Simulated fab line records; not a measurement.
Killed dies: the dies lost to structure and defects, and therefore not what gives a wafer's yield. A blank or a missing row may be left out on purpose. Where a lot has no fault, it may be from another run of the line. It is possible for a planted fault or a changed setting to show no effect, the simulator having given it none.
fab line records / flow n5-finfet
[record] lots = 6 wafers = 18 last-day = 17
route steps=1938 shown SD_EPI_P@319 SD_ACTIVATION@330 PASSIVATION@1936
lots untouched by any fault: they come from a run of this same line in which no faults occurred
start-h: hours from the record's first day to the start of the lot's first wafer shown / wait-h: time in hours since the lot's previous step / " repeats the value in the row above / L1.1+2: a single row standing in for several wafers / - no value, or no start was given / * or withheld: withheld / < > ~ a bound
route shown NAME@n: a module of which the file shows steps, and the number in the route of the first / usual: average and standard deviation across the fault-free wafers / same: alike in all rows / chamber/n: place in a boat / sites: readings site by site / _std_site: standard deviation of those values / _edge_site: inner sites' mean taken away from outer sites' mean / radius-mm: for every site, how far away it sits from the centre of the wafer / mask NAME#n: copy n / behind: the last tool/chamber to shape the wafer / hold: what put the lot on hold/how long, in hours/how the hold closed / device: the transistor (n, p or np) that didn't switch / end of line: the same wafers' tests at the end of the route / for a step that has no rows: nothing shown but its recipe / killed: the dies lost at the first sort to structure and to defects; this is not the yield of the wafer / map: shows each die of a wafer: x if killed, . if not, _ if none is there
set.NAME: the setting the step ran with; set.NAME@STEP: the setting that earlier step ran with / model.NAME: the simulator's own value behind a step, which no gauge read
lots seen at some steps along the route; tables by step, rows by wafer
services: a tool's chamber out of use, with start hour (start-h, from the record's first day; less than 0 if before it), hours out, and reason
[[steps]]
[step N5_SD_EPI_P_PRECLEAN_51]
[recipe] chemistry = NF3:NH3 afs-cycles = 1 temp-c = 30 time-s = 20 sublimation-temp-c = 180 sublimation-time-s = 60 pressure-torr = 3 rf-power-w = 30
[step N5_SD_EPI_P_VAPOR_ETCH_44]
[recipe] chemistry = NF3/Ar target = SiGe30 temp-c = 25 time-s = 3.3 mode = isotropic
[step N5_SD_EPI_P_EPI_21]
[recipe] material = SiGe:B dopant = B temp-c = 550 pressure-torr = 20 ambient = H2 time-s = 355
[step N5_SD_EPI_P_EPI_MEAS_23]
[recipe] mode = xrd
[usual] thk-nm = 60.9/1.2
lot.wafer=L848.1 tool=film-metro-01 chamber=- start-h=77.37 wait-h=3.3 thk-nm=62.9
lot.wafer=L848.4 tool=film-metro-01 chamber=- start-h=77.37 wait-h=3.3 thk-nm=59.7
lot.wafer=L848.6 tool=film-metro-01 chamber=- start-h=77.37 wait-h=3.3 thk-nm=62.2
lot.wafer=L850.2 tool=film-metro-02 chamber=- start-h=88.65 wait-h=2.0 thk-nm=62.1
lot.wafer=L850.3 tool=film-metro-02 chamber=- start-h=88.65 wait-h=2.0 thk-nm=61.6
lot.wafer=L850.5 tool=film-metro-02 chamber=- start-h=88.65 wait-h=2.0 thk-nm=61.3
lot.wafer=L855.3 tool=film-metro-01 chamber=- start-h=117.29 wait-h=1.1 thk-nm=60.9
lot.wafer=L855.4 tool=film-metro-01 chamber=- start-h=117.29 wait-h=1.1 thk-nm=62.1
lot.wafer=L855.5 tool=film-metro-01 chamber=- start-h=117.29 wait-h=1.1 thk-nm=60.9
lot.wafer=L865.3 tool=film-metro-02 chamber=- start-h=177.02 wait-h=1.1 thk-nm=61.0
lot.wafer=L865.4 tool=film-metro-02 chamber=- start-h=177.02 wait-h=1.1 thk-nm=61.8
lot.wafer=L865.5 tool=film-metro-02 chamber=- start-h=177.02 wait-h=1.1 thk-nm=60.8
lot.wafer=L866.1 tool=film-metro-01 chamber=- start-h=187.25 wait-h=2.4 thk-nm=59.9
lot.wafer=L866.2 tool=film-metro-01 chamber=- start-h=187.25 wait-h=2.4 thk-nm=63.5
lot.wafer=L866.4 tool=film-metro-01 chamber=- start-h=187.25 wait-h=2.4 thk-nm=60.8
lot.wafer=L867.2 tool=film-metro-02 chamber=- start-h=189.39 wait-h=2.6 thk-nm=62.1
lot.wafer=L867.3 tool=film-metro-02 chamber=- start-h=189.39 wait-h=2.6 thk-nm=61.1
lot.wafer=L867.5 tool=film-metro-02 chamber=- start-h=189.39 wait-h=2.6 thk-nm=62.2
[step N5_SD_EPI_P_HM_STRIP_48]
[recipe] chemistry = H3PO4 temp-c = 160 material = SiNx target = SiNx target-depth-a = 30 overetch-fraction = 0.3
[step N5_SD_EPI_P_SRD_49]
[recipe] dry = ipa-marangoni time-s = 30 temp-c = 23 rinse-liquid = diw
[step N5_SD_EPI_P_PRECLEAN_24]
[recipe] chemistry = O3/DIW time-s = 45 temp-c = 22 o3-ppm = 10
[step N5_SD_EPI_P_PRECLEAN_32]
[recipe] chemistry = dHF time-s = 10 dilution = 500:1 temp-c = 25
[step N5_SD_EPI_P_PRECLEAN_33]
[recipe] chemistry = SC2 time-s = 45 temp-c = 35 mix = 1:1:50
[step N5_SD_EPI_P_SRD_25]
[recipe] time-s = 30 temp-c = 23 rinse-liquid = diw dry = ipa-marangoni
[step N5_SD_EPI_P_INSPECT_26]
[recipe] inspect-instrument = darkfield mode = post-epi
[usual] raw-defect-count = 177/35
lot.wafer=L848.1 tool=defect-inspect-02 chamber=- start-h=77.54 wait-h=0.0 raw-defect-count=128
lot.wafer=L848.4 tool=defect-inspect-02 chamber=- start-h=77.54 wait-h=0.0 raw-defect-count=141
lot.wafer=L848.6 tool=defect-inspect-02 chamber=- start-h=77.54 wait-h=0.0 raw-defect-count=195
lot.wafer=L850.2 tool=defect-inspect-01 chamber=- start-h=88.83 wait-h=0.0 raw-defect-count=191
lot.wafer=L850.3 tool=defect-inspect-01 chamber=- start-h=88.83 wait-h=0.0 raw-defect-count=258
lot.wafer=L850.5 tool=defect-inspect-01 chamber=- start-h=88.83 wait-h=0.0 raw-defect-count=181
lot.wafer=L855.3 tool=defect-inspect-01 chamber=- start-h=117.47 wait-h=0.0 raw-defect-count=178
lot.wafer=L855.4 tool=defect-inspect-01 chamber=- start-h=117.47 wait-h=0.0 raw-defect-count=149
lot.wafer=L855.5 tool=defect-inspect-01 chamber=- start-h=117.47 wait-h=0.0 raw-defect-count=253
lot.wafer=L865.3 tool=defect-inspect-02 chamber=- start-h=177.19 wait-h=0.0 raw-defect-count=171
lot.wafer=L865.4 tool=defect-inspect-02 chamber=- start-h=177.19 wait-h=0.0 raw-defect-count=157
lot.wafer=L865.5 tool=defect-inspect-02 chamber=- start-h=177.19 wait-h=0.0 raw-defect-count=129
lot.wafer=L866.1 tool=defect-inspect-01 chamber=- start-h=187.42 wait-h=0.0 raw-defect-count=225
lot.wafer=L866.2 tool=defect-inspect-01 chamber=- start-h=187.42 wait-h=0.0 raw-defect-count=255
lot.wafer=L866.4 tool=defect-inspect-01 chamber=- start-h=187.42 wait-h=0.0 raw-defect-count=160
lot.wafer=L867.2 tool=defect-inspect-02 chamber=- start-h=189.57 wait-h=0.0 raw-defect-count=172
lot.wafer=L867.3 tool=defect-inspect-02 chamber=- start-h=189.57 wait-h=0.0 raw-defect-count=94
lot.wafer=L867.5 tool=defect-inspect-02 chamber=- start-h=189.57 wait-h=0.0 raw-defect-count=239
[step N5_SD_ACTIVATION_RTA_00]
[recipe] temp-c = 975 time-s = 0 ambient = N2 idle-temp-c = 600 ramp-up-c-per-s = 150 ramp-down-c-per-s = 60 cool-to-c = 600
[usual] lamp-power-pct = 8.97/0.05 lamp_zone_5_pct = 8.956/0.022 wafer_temp_C_max = 974.8/1.9
lot.wafer=L848.1 tool=rtp-anneal-01 chamber=0 start-h=77.83 wait-h=0.3 lamp-power-pct=8.99 lamp_zone_5_pct=8.946 wafer_temp_C_max=977.4
lot.wafer=L848.4 tool=rtp-anneal-01 chamber=0 start-h=77.83 wait-h=0.3 lamp-power-pct=9.01 lamp_zone_5_pct=8.944 wafer_temp_C_max=969.9
lot.wafer=L848.6 tool=rtp-anneal-01 chamber=0 start-h=77.83 wait-h=0.3 lamp-power-pct=8.95 lamp_zone_5_pct=8.947 wafer_temp_C_max=975.6
lot.wafer=L850.2 tool=rtp-anneal-02 chamber=0 start-h=88.88 wait-h=0.1 lamp-power-pct=8.93 lamp_zone_5_pct=8.959 wafer_temp_C_max=976.4
lot.wafer=L850.3 tool=rtp-anneal-02 chamber=0 start-h=88.88 wait-h=0.1 lamp-power-pct=8.92 lamp_zone_5_pct=8.982 wafer_temp_C_max=975.3
lot.wafer=L850.5 tool=rtp-anneal-02 chamber=0 start-h=88.88 wait-h=0.1 lamp-power-pct=8.88 lamp_zone_5_pct=8.956 wafer_temp_C_max=977.3
lot.wafer=L855.3 tool=rtp-anneal-01 chamber=0 start-h=117.56 wait-h=0.1 lamp-power-pct=8.91 lamp_zone_5_pct=8.967 wafer_temp_C_max=972.4
lot.wafer=L855.4 tool=rtp-anneal-01 chamber=0 start-h=117.56 wait-h=0.1 lamp-power-pct=8.99 lamp_zone_5_pct=8.957 wafer_temp_C_max=971.1
lot.wafer=L855.5 tool=rtp-anneal-01 chamber=0 start-h=117.56 wait-h=0.1 lamp-power-pct=8.93 lamp_zone_5_pct=8.938 wafer_temp_C_max=972.1
lot.wafer=L865.3 tool=rtp-anneal-01 chamber=0 start-h=177.27 wait-h=0.1 lamp-power-pct=8.95 lamp_zone_5_pct=8.982 wafer_temp_C_max=974.3
lot.wafer=L865.4 tool=rtp-anneal-01 chamber=0 start-h=177.27 wait-h=0.1 lamp-power-pct=8.89 lamp_zone_5_pct=8.948 wafer_temp_C_max=976.5
lot.wafer=L865.5 tool=rtp-anneal-01 chamber=0 start-h=177.27 wait-h=0.1 lamp-power-pct=9.02 lamp_zone_5_pct=8.945 wafer_temp_C_max=975.0
lot.wafer=L866.1 tool=rtp-anneal-01 chamber=0 start-h=187.45 wait-h=0.0 lamp-power-pct=8.99 lamp_zone_5_pct=8.962 wafer_temp_C_max=975.3
lot.wafer=L866.2 tool=rtp-anneal-01 chamber=0 start-h=187.45 wait-h=0.0 lamp-power-pct=9.02 lamp_zone_5_pct=8.952 wafer_temp_C_max=974.0
lot.wafer=L866.4 tool=rtp-anneal-01 chamber=0 start-h=187.45 wait-h=0.0 lamp-power-pct=9.04 lamp_zone_5_pct=8.942 wafer_temp_C_max=975.7
lot.wafer=L867.2 tool=rtp-anneal-01 chamber=0 start-h=189.69 wait-h=0.1 lamp-power-pct=9.01 lamp_zone_5_pct=8.935 wafer_temp_C_max=973.7
lot.wafer=L867.3 tool=rtp-anneal-01 chamber=0 start-h=189.69 wait-h=0.1 lamp-power-pct=8.94 lamp_zone_5_pct=8.948 wafer_temp_C_max=974.4
lot.wafer=L867.5 tool=rtp-anneal-01 chamber=0 start-h=189.69 wait-h=0.1 lamp-power-pct=8.96 lamp_zone_5_pct=8.947 wafer_temp_C_max=976.9
[step N5_SD_ACTIVATION_LSA_01]
[recipe] temp-c = 1080 time-s = 0.0008 ambient = N2
[usual] wafer_temp_C_max = 1084.3/1.4
lot.wafer=L848.1 tool=laser-anneal-01 chamber=0 start-h=78.04 wait-h=0.2 wafer_temp_C_max=1083.7
lot.wafer=L848.4 tool=laser-anneal-01 chamber=0 start-h=78.04 wait-h=0.2 wafer_temp_C_max=1083.4
lot.wafer=L848.6 tool=laser-anneal-01 chamber=0 start-h=78.04 wait-h=0.2 wafer_temp_C_max=1084.1
lot.wafer=L850.2 tool=laser-anneal-01 chamber=0 start-h=89.08 wait-h=0.2 wafer_temp_C_max=1082.8
lot.wafer=L850.3 tool=laser-anneal-01 chamber=0 start-h=89.08 wait-h=0.2 wafer_temp_C_max=1083.0
lot.wafer=L850.5 tool=laser-anneal-01 chamber=0 start-h=89.08 wait-h=0.2 wafer_temp_C_max=1084.4
lot.wafer=L855.3 tool=laser-anneal-02 chamber=0 start-h=117.77 wait-h=0.2 wafer_temp_C_max=1086.7
lot.wafer=L855.4 tool=laser-anneal-02 chamber=0 start-h=117.77 wait-h=0.2 wafer_temp_C_max=1084.0
lot.wafer=L855.5 tool=laser-anneal-02 chamber=0 start-h=117.77 wait-h=0.2 wafer_temp_C_max=1088.6
lot.wafer=L865.3 tool=laser-anneal-01 chamber=0 start-h=177.47 wait-h=0.2 wafer_temp_C_max=1072.3
lot.wafer=L865.4 tool=laser-anneal-01 chamber=0 start-h=177.47 wait-h=0.2 wafer_temp_C_max=1072.9
lot.wafer=L865.5 tool=laser-anneal-01 chamber=0 start-h=177.47 wait-h=0.2 wafer_temp_C_max=1073.0
lot.wafer=L866.1 tool=laser-anneal-02 chamber=0 start-h=187.67 wait-h=0.2 wafer_temp_C_max=1085.7
lot.wafer=L866.2 tool=laser-anneal-02 chamber=0 start-h=187.67 wait-h=0.2 wafer_temp_C_max=1084.5
lot.wafer=L866.4 tool=laser-anneal-02 chamber=0 start-h=187.67 wait-h=0.2 wafer_temp_C_max=1086.9
lot.wafer=L867.2 tool=laser-anneal-01 chamber=0 start-h=189.89 wait-h=0.2 wafer_temp_C_max=1070.2
lot.wafer=L867.3 tool=laser-anneal-01 chamber=0 start-h=189.89 wait-h=0.2 wafer_temp_C_max=1072.2
lot.wafer=L867.5 tool=laser-anneal-01 chamber=0 start-h=189.89 wait-h=0.2 wafer_temp_C_max=1071.0
[step N5_PASSIVATION_PROBE_49]
[usual] killed_at_M0_to_M3 = 34/11 killed_at_M4_up = 14/5.7 killed-at-contacts = 14/6.9 killed-at-front-end = 40/11 killed-at-other = 4/3.1 killed-dies = 105/17 killed-open = 70/13 killed-short = 34/7.6
[same] gross-dies = 1180 killed-at-back-side = 0
lot.wafer=L848.1 tool=prober-01 chamber=- start-h=284.83 wait-h=0.0 killed_at_M0_to_M3=33 killed_at_M4_up=31 killed-at-contacts=6 killed-at-front-end=35 killed-at-other=3 killed-dies=108 killed-open=74 killed-short=33
lot.wafer=L848.4 tool=prober-01 chamber=- start-h=284.98 wait-h=0.2 killed_at_M0_to_M3=31 killed_at_M4_up=17 killed-at-contacts=5 killed-at-front-end=29 killed-at-other=2 killed-dies=84 killed-open=59 killed-short=24
lot.wafer=L848.6 tool=prober-01 chamber=- start-h=285.08 wait-h=0.3 killed_at_M0_to_M3=29 killed_at_M4_up=11 killed-at-contacts=2 killed-at-front-end=44 killed-at-other=3 killed-dies=89 killed-open=61 killed-short=28
// killed by level:class
L848.1 BEOL_M4:geometric-particle:open=19 BEOL_M3:geometric-particle:open=11 FIN_SAQP:geometric-particle:short=8 BEOL_M0_SAQP:geometric-particle:open=8 FIN_SAQP:geometric-particle:open=5 STI_FIN_REVEAL:geometric-particle:open=5 DUMMY_GATE:geometric-particle:open=5 MOL_CONTACT_COAG:geometric-particle:open=5
L848.4 BEOL_M4:geometric-particle:open=11 FIN_SAQP:geometric-particle:open=8 BEOL_M1:geometric-particle:open=7 DUMMY_GATE:geometric-particle:open=6 BEOL_M0_SAQP:geometric-particle:open=5 BEOL_M3:geometric-particle:open=5 BEOL_M0_SAQP:geometric-particle:short=4 STARTING-WAFER:geometric-particle:open=4
L848.6 BEOL_M3:geometric-particle:open=8 BEOL_M4:geometric-particle:open=8 DUMMY_GATE:geometric-particle:open=7 FIN_SAQP:geometric-particle:open=6 STI_FIN_REVEAL:geometric-particle:open=6 STARTING-WAFER:geometric-particle:open=6 BEOL_M1:geometric-particle:open=6 BEOL_M0_SAQP:geometric-particle:short=4
[[services]]
tool=laser-anneal-01 chamber=- start-h=106.16 hours=2.0 kind=pm
tool=laser-anneal-02 chamber=- start-h=175.65 hours=6.4 kind=pm
tool=laser-anneal-02 chamber=- start-h=182.06 hours=2.0 kind=pm
[[key]]
[first-sign] step = N5_SD_ACTIVATION_LSA_01 reading = wafer_temp_C_max direction = down sigmas = 8.6 usual = * struck = *
effect none on later readings
met-at N5_SD_ACTIVATION_LSA_01
struck-wafers L865.3,L865.4,L865.5,L867.2,L867.3,L867.5
tester-left-out L865,L867
onset-between 89.08 177.47
[fault] kind = process-parameter-drift tool = laser-anneal-01 chamber = - onset-h = 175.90 steps = N5_SD_ACTIVATION_LSA_01 channel = temp-c offset = * shape = step end-h = 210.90 stated = *
// tester-left-out: of these lots the tester's yield and bins aren't shown, on N5 and GAA mostly nor the transistor test; their killed dies are dies lost to structure and defects alone, not to doping, threshold or leakage, so they don't give the yield
